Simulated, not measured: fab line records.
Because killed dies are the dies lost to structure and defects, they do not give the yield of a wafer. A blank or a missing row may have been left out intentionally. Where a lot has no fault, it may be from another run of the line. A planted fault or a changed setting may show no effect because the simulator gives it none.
Chamber matching ; flow nand_harc ; cmp-03 running NHARC_A_BLC_CMP_25: 4 sister chambers
The step polishes, t overpolish 30 s, target thk 150 nm. 4 wafers are shown with their chamber, then 8 later ones without.

## WAFERS WITH THEIR CHAMBER
wafer;chamber;motor_current_A (A)
L081.5;1;13.3
L084.1;2;11.9
L084.4;0;10.0
L092.1;3;12.2

## WAFERS MISSING THEIR CHAMBER
wafer;motor_current_A (A)
L092.2;13.0
L092.6;12.9
L096.1;12.2
L096.2;14.4
L096.4;10.4
L094.1;11.9
L094.4;10.5
L094.6;12.1

## THE CHAMBER EACH PASSED THROUGH
wafer;from the rows above;in truth
L092.2;can't be placed: 1 or 3 or 2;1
L092.6;can't be placed: 1 or 3 or 2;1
L096.1;can't be placed: 3 or 2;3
L096.2;1;1
L096.4;0;0
L094.1;can't be placed: 2 or 3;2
L094.4;can't be placed: 0 or 2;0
L094.6;can't be placed: 3 or 2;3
Correctly placed: 2 of 8. Cannot be placed on the basis of these rows: 6; the candidates contain the true chamber in 6. 0 placed wrongly.
How it was worked out, from the rows above alone: a wafer's distance from a chamber is the root of the sum, over the readings, of the square of ((its reading less the chamber's mean) divided by the reading's scatter). The wafer belongs to the nearest chamber; if the next one is less than 2 further off, it can't be placed. Each chamber's mean is taken over the wafers shown for it. The scatter: with one shown wafer a chamber, the root of the mean of the squares of how far each hidden wafer lies from its nearest shown one.
